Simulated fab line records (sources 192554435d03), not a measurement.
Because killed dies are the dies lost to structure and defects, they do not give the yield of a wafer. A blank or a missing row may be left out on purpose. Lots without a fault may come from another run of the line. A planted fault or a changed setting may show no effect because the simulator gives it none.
Lot-split experiment -- flow n5_finfet -- 21 wafers read across 7 lots, on a route 1938 steps long

## THE SPLIT
At N5_BEOL_M5_HM_DEP_02 (deposits TiN, target thk 20 nm), the setting target_thk_a was moved away from the recipe's 200 angstrom on 9 of the 21 wafers read, by -4.9% to +11.9%. All remaining wafers had this setting at the recipe value.

## FROM THE SPLIT TO THE READING: what the file shows between them, 12 steps
- N5_BEOL_M5_COAT_05: resist thk 30 nm (also split here: spin_rpm)
- N5_BEOL_M5_EBR_07
- N5_BEOL_M5_SOFTBAKE_06: time 60 s
- N5_BEOL_M5_EXPOSE_08: exposes mask M5, target cd 28 nm
- N5_BEOL_M5_PEB_09: peb time 60 s
- N5_BEOL_M5_DEVELOP_10: develop time 30 s
- N5_BEOL_M5_DESCUM_16: chemistry O2, time 7 s
- N5_BEOL_M5_ETCH_72: etches underlayer in N2/H2, target depth 6.5 nm, time 5.2 s (also split here: bias_w)
- N5_BEOL_M5_ETCH_61: etches SiARC in CF4, target depth 15.6 nm, time 26 s
- N5_BEOL_M5_ETCH_62: etches SOC in N2/H2, target depth 75 nm, overetch 15 nm, time 112.5 s
- N5_BEOL_M5_STRIP_73: strips in N2/H2
- N5_BEOL_M5_STRIP_64: strips in CF4

## THE READING
etch.depth_nm (the simulator's own value, which no gauge read), in nm, at N5_BEOL_M5_HM_OPEN_17 (chemistry Cl2/BCl3, target TiN, target depth 20 nm, overetch 6 nm). The file gives no usual value for it. Here, 12 wafers ran the recipe; their average is 20.04 nm with a standard deviation of 0.21 nm.

wafer,"tool, chamber at the split","target_thk_a as run, angstrom",against the recipe,"etch.depth_nm, nm",against lot-mates on the recipe
L074.1,"pvd_sputter-03, -",223.8,+11.9%,22.7,+2.43
L074.2,"pvd_sputter-03, -",223.8,+11.9%,22.87,+2.60
L074.6,"pvd_sputter-03, -",200,recipe,20.27,-
L078.2,"pvd_sputter-01, -",200,recipe,20.37,-
L078.3,"pvd_sputter-01, -",200,recipe,20.15,-
L078.4,"pvd_sputter-01, -",200,recipe,20.25,-
L080.1,"pvd_sputter-03, -",200,recipe,19.76,-
L080.3,"pvd_sputter-03, -",200,recipe,19.95,-
L080.4,"pvd_sputter-03, -",200,recipe,19.85,-
L081.2,"pvd_sputter-03, -",200,recipe,20,-
L081.4,"pvd_sputter-03, -",200,recipe,20.26,-
L081.5,"pvd_sputter-03, -",217.3,+8.7%,21.72,+1.59
L089.1,"pvd_sputter-01, -",190.1,-4.9%,18.96,no lot-mate on the recipe
L089.2,"pvd_sputter-01, -",190.1,-4.9%,19.2,no lot-mate on the recipe
L089.3,"pvd_sputter-01, -",190.1,-4.9%,18.78,no lot-mate on the recipe
L091.2,"pvd_sputter-03, -",200,recipe,19.97,-
L091.4,"pvd_sputter-03, -",200,recipe,19.66,-
L091.5,"pvd_sputter-03, -",200,recipe,19.98,-
L093.1,"pvd_sputter-02, -",221.1,+10.5%,22.01,no lot-mate on the recipe
L093.2,"pvd_sputter-02, -",221.1,+10.5%,22.28,no lot-mate on the recipe
L093.4,"pvd_sputter-02, -",221.1,+10.5%,22.07,no lot-mate on the recipe

THE FIT
A straight line over all 21 wafers: etch.depth_nm changes by +0.212 nm for each +1% of target_thk_a; r = +0.99; the points scatter about the line by 0.22 nm.
The same after taking each lot's own level away (the mean of its wafers on the recipe; 15 wafers): +0.206 nm for each +1%; r = +0.99; scatter 0.12 nm.
Per that fit: largest target_thk_a move, reading shift of 2.5 nm.
The span of the lots' own levels, 19.853 to 20.270 nm, comes to 2.0 times the standard deviation stated above.
Hence the lot-to-lot level has little effect on the slope; both slopes agree.
Check: for one of the wafers moved furthest among these (+11.9%), held out of the fit, the line's prediction against its lot-mates is +2.46 nm. It came out at +2.43 nm against them.

## OTHER SPLITS ON THESE WAFERS
Other splits were also applied to these wafers ahead of the reading. Each is held against what the fit with the lots' levels taken away leaves over:
other split on the same wafers,wafers away from the commonest value,r with etch.depth_nm (lot level and that fit taken away)
N5_BEOL_M1_COAT_68 spin_rpm,6,+0.21
N5_BEOL_M2_COAT_76 spin_rpm,5,+0.00
N5_BEOL_M2_DESCUM_33 time_s,6,+0.01
N5_BEOL_M3_PECVD_72 time_s,9,+0.51
N5_BEOL_M4_PECVD_72 time_s,6,-0.37
N5_BEOL_M5_COAT_05 spin_rpm,4,+0.19
N5_BEOL_M5_ETCH_72 bias_w,7,+0.36

## THE WHOLE CHAIN: every reading that the file lists as answering this split, in the file's order
step,what it does,reading,change (the file's fit),r (the file's)
N5_BEOL_M5_HM_DEP_02,"deposits TiN, target thk 20 nm","TiN_of_BEOL_M5_HM_DEP_02.thk_nm (the simulator's own value, which no gauge read)",+0.205 nm for each +1% of the setting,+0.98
N5_BEOL_M5_HM_OPEN_17,"chemistry Cl2/BCl3, target TiN, target depth 20 nm, overetch 6 nm","etch.depth_nm (the simulator's own value, which no gauge read)",+0.202 nm for each +1% of the setting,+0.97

## THE FILE'S OWN FIT
etch.depth_nm changes by +0.202 nm for each +1% of target_thk_a, r = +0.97.
